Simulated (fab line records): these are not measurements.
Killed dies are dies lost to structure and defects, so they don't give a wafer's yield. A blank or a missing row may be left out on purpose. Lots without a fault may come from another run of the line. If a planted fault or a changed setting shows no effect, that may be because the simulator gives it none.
Chamber matching | flow n5-finfet | N5_SDB_CUT_ETCH_26 on rie-si-02 has 4 sister chambers
The step etches Si in HBr/Cl2/O2, target depth 129.6 nm, bt time 20 s, time 51.8 s. 18 wafers are shown with their chamber, then 9 later ones without.

WAFERS WITH THEIR CHAMBER
wafer  | chamber | throttle-valve-pct (%) | oes_o_777_au (a.u.) | oes-product-au (a.u.)
L079.1 | 0       | 37.5                   | 0.98                | 1.001
L079.2 | 1       | 37.0                   | 1.03                | 1.023
L079.3 | 2       | 36.3                   | 1.06                | 1.024
L080.1 | 0       | 37.5                   | 0.99                | 0.998
L080.2 | 1       | 36.9                   | 1.03                | 1.036
L080.4 | 2       | 36.3                   | 1.06                | 1.027
L081.2 | 2       | 36.3                   | 1.06                | 1.031
L081.3 | 3       | 37.4                   | 1.05                | 0.999
L081.4 | 0       | 37.5                   | 0.98                | 0.999
L082.3 | 3       | 37.4                   | 1.04                | 0.996
L082.5 | 2       | 36.3                   | 1.06                | 1.034
L082.6 | 3       | 37.4                   | 1.05                | 0.998
L083.1 | 0       | 37.5                   | 0.98                | 1.000
L083.3 | 3       | 37.4                   | 1.05                | 0.992
L083.5 | 1       | 37.0                   | 1.02                | 1.028
L084.3 | 2       | 36.3                   | 1.07                | 1.032
L084.5 | 0       | 37.5                   | 1.00                | 1.005
L084.6 | 1       | 37.0                   | 1.03                | 1.026

SIGNATURES, as means of the wafers listed above
reading            | chamber 0 | chamber 1 | chamber 2 | chamber 3 | scatter within a chamber
throttle-valve-pct | 37.500    | 36.975    | 36.300    | 37.400    | 0.0231
oes_o_777_au       | 0.9860    | 1.0275    | 1.0620    | 1.0475    | 0.00627
oes-product-au     | 1.00060   | 1.02825   | 1.02960   | 0.99625   | 0.00393
Rule: for a wafer and a chamber, the distance is found by dividing, reading by reading, the gap between the wafer's reading and the chamber's mean by the reading's scatter, squaring, summing and taking the root. The wafer belongs to the nearest chamber; if the next one is less than 2 further off, it can't be placed. The scatter: the root of (the sum of the squares of (reading less its chamber's mean) over the shown wafers, divided by (wafers less chambers)).

WAFERS WHOSE CHAMBER IS MISSING
wafer  | throttle-valve-pct (%) | oes_o_777_au (a.u.) | oes-product-au (a.u.)
L093.1 | 37.5                   | 0.99                | 0.999
L093.2 | 36.9                   | 1.03                | 1.028
L093.6 | 36.3                   | 1.06                | 1.027
L094.1 | 37.0                   | 1.02                | 1.024
L094.2 | 37.4                   | 1.04                | 0.997
L094.6 | 37.0                   | 1.03                | 1.033
L095.2 | 37.5                   | 0.98                | 1.007
L095.3 | 37.4                   | 1.04                | 0.999
L095.6 | 37.5                   | 0.98                | 0.994

THE CHAMBER EACH PASSED THROUGH
wafer  | from the rows above | in truth
L093.1 | 0                   | 0
L093.2 | 1                   | 1
L093.6 | 2                   | 2
L094.1 | 1                   | 1
L094.2 | 3                   | 3
L094.6 | 1                   | 1
L095.2 | 0                   | 0
L095.3 | 3                   | 3
L095.6 | 0                   | 0
9 of 9 placed correctly. Number that these rows cannot place: 0. Number placed wrongly: 0.
